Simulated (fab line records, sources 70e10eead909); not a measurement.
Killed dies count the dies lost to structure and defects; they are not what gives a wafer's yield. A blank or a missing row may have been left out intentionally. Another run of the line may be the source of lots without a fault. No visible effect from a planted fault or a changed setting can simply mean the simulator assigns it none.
Chamber matching :: flow nand_harc :: NHARC_A_STAIRCASE_DESCUM_186 on rie_diel-04: 4 sister chambers
The step chemistry O2, time 3 s. 4 wafers are shown with their chamber, then 7 later ones without.

## WAFERS WITH THEIR CHAMBER
wafer: L087.3
chamber: 0
showerhead_plenum_p_Torr (Torr): 1.85

wafer: L090.4
chamber: 2
showerhead_plenum_p_Torr (Torr): 1.82

wafer: L092.3
chamber: 1
showerhead_plenum_p_Torr (Torr): 1.90

wafer: L092.5
chamber: 3
showerhead_plenum_p_Torr (Torr): 1.79

## WAFERS WHOSE CHAMBER IS MISSING
wafer: L092.6
showerhead_plenum_p_Torr (Torr): 1.85

wafer: L094.1
showerhead_plenum_p_Torr (Torr): 1.85

wafer: L094.2
showerhead_plenum_p_Torr (Torr): 1.79

wafer: L094.3
showerhead_plenum_p_Torr (Torr): 1.90

wafer: L097.1
showerhead_plenum_p_Torr (Torr): 1.89

wafer: L097.5
showerhead_plenum_p_Torr (Torr): 1.78

wafer: L097.6
showerhead_plenum_p_Torr (Torr): 1.81

## WHICH CHAMBER EACH ONE RAN IN
wafer: L092.6
from the rows above: 0
in truth: 0

wafer: L094.1
from the rows above: 0
in truth: 0

wafer: L094.2
from the rows above: 3
in truth: 3

wafer: L094.3
from the rows above: 1
in truth: 1

wafer: L097.1
from the rows above: 1
in truth: 1

wafer: L097.5
from the rows above: 3
in truth: 3

wafer: L097.6
from the rows above: can't be placed: 2 or 3
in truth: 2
6 of 7 placed correctly. Not placeable from these rows: 1 (in 1, the candidates include the true chamber). 0 placed wrongly.
How it was worked out, from the rows above alone: a wafer's distance from a chamber is the root of the sum, over the readings, of the square of ((its reading less the chamber's mean) divided by the reading's scatter). The wafer belongs to the nearest chamber; if the next one is less than 2 further off, it can't be placed. The mean given for a chamber averages the wafers shown for that chamber. The scatter (one wafer shown for each chamber): square how far every hidden wafer sits from the nearest shown wafer, average those squares and take the square root.
